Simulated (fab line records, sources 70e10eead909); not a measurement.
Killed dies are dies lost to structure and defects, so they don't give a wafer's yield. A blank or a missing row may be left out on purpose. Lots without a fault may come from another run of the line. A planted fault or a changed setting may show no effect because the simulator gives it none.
Which tool did it? | flow nand_harc | 11 lots, 33 wafers sampled, at 3 steps of a route of 1302

WHAT THE GAUGES READ, wafer by wafer
NHARC_A_CHANNEL_HOLE_D1_INSPECT_12.
lot  | measured     | on                | raw_defect_count
L647 | day 7 16:14  | defect_inspect-01 | 5 9 7
L649 | day 8 13:39  | defect_inspect-01 | 9 2 5
L651 | day 9 02:58  | defect_inspect-01 | 3 4 5
L652 | day 9 20:20  | defect_inspect-01 | 6 9 2
L657 | day 11 09:50 | defect_inspect-02 | 1296 1313 1327
L658 | day 12 03:46 | defect_inspect-02 | 1334 1292 1336
L659 | day 12 03:01 | defect_inspect-01 | 4 8 5
L665 | day 15 04:37 | defect_inspect-02 | 1 4 5
L666 | day 15 04:50 | defect_inspect-01 | 3 5 5
L669 | day 16 14:49 | defect_inspect-01 | 6 4 2
L670 | day 16 19:27 | defect_inspect-01 | 2 8 4

WHICH TOOL RAN EACH LOT (tool, then ch and the chambers of the sampled wafers, then the start)
lot  | NHARC_A_ONON_D1_DEP_33          | NHARC_A_CHANNEL_HOLE_D1_DEP_00
L647 | pecvd-04 ch 0,2, day 7 11:01    | acl_dep-01 ch 0, day 7 14:05
L649 | pecvd-04 ch 0,1, day 8 04:34    | acl_dep-03 ch 0, day 8 10:50
L651 | pecvd-03 ch 0,1,2, day 8 23:34  | acl_dep-03 ch 0, day 9 00:08
L652 | pecvd-04 ch 1,2, day 9 14:34    | acl_dep-03 ch 0, day 9 17:41
L657 | pecvd-02 ch 0,1,2, day 11 04:14 | acl_dep-03 ch 0, day 11 07:14
L658 | pecvd-03 ch 1,2, day 11 23:26   | acl_dep-03 ch 0, day 12 01:17
L659 | pecvd-02 ch 0,2, day 11 23:28   | acl_dep-02 ch 0, day 12 00:15
L665 | pecvd-04 ch 1,2, day 15 01:26   | acl_dep-01 ch 0, day 15 01:58
L666 | pecvd-03 ch 0,2, day 15 01:31   | acl_dep-03 ch 0, day 15 02:17
L669 | pecvd-04 ch 0,2, day 16 10:53   | acl_dep-02 ch 0, day 16 12:11
L670 | pecvd-04 ch 0,1,2, day 16 15:30 | acl_dep-03 ch 0, day 16 16:40
- NHARC_A_ONON_D1_DEP_33: deposits SiO2, target thk 200 nm.
- NHARC_A_CHANNEL_HOLE_D1_DEP_00: deposits aC, target thk 3100 nm.

THE ANSWER, worked out from the rows above alone
Rule: what is usual is taken from the lots themselves. Put in order of their means at a reading, lots are off if they are a third of the lots or fewer, leave a main group of 4 or more, and stand apart from it by a gap of 3 or more times the standard deviation of the main group's means; of several such gaps the widest counts. A main group whose means are all the same, to the digits that the tables above print for the reading, isn't used. A lot without any number at a reading at which 4 lots or more have one is off too. The other lots that the step has rows for count as sound.
Off: L657, L658, at NHARC_A_CHANNEL_HOLE_D1_INSPECT_12 (raw_defect_count). The main group: mean 4.9, standard deviation 1.1.
A tool fits if, at a process step before that reading, it ran every lot that is off, and no sound lot after the first of them. The gauges at NHARC_A_CHANNEL_HOLE_D1_INSPECT_12 are tried like those tools. None of those tried fits.

WHAT THE SIMULATOR HAD PUT IN
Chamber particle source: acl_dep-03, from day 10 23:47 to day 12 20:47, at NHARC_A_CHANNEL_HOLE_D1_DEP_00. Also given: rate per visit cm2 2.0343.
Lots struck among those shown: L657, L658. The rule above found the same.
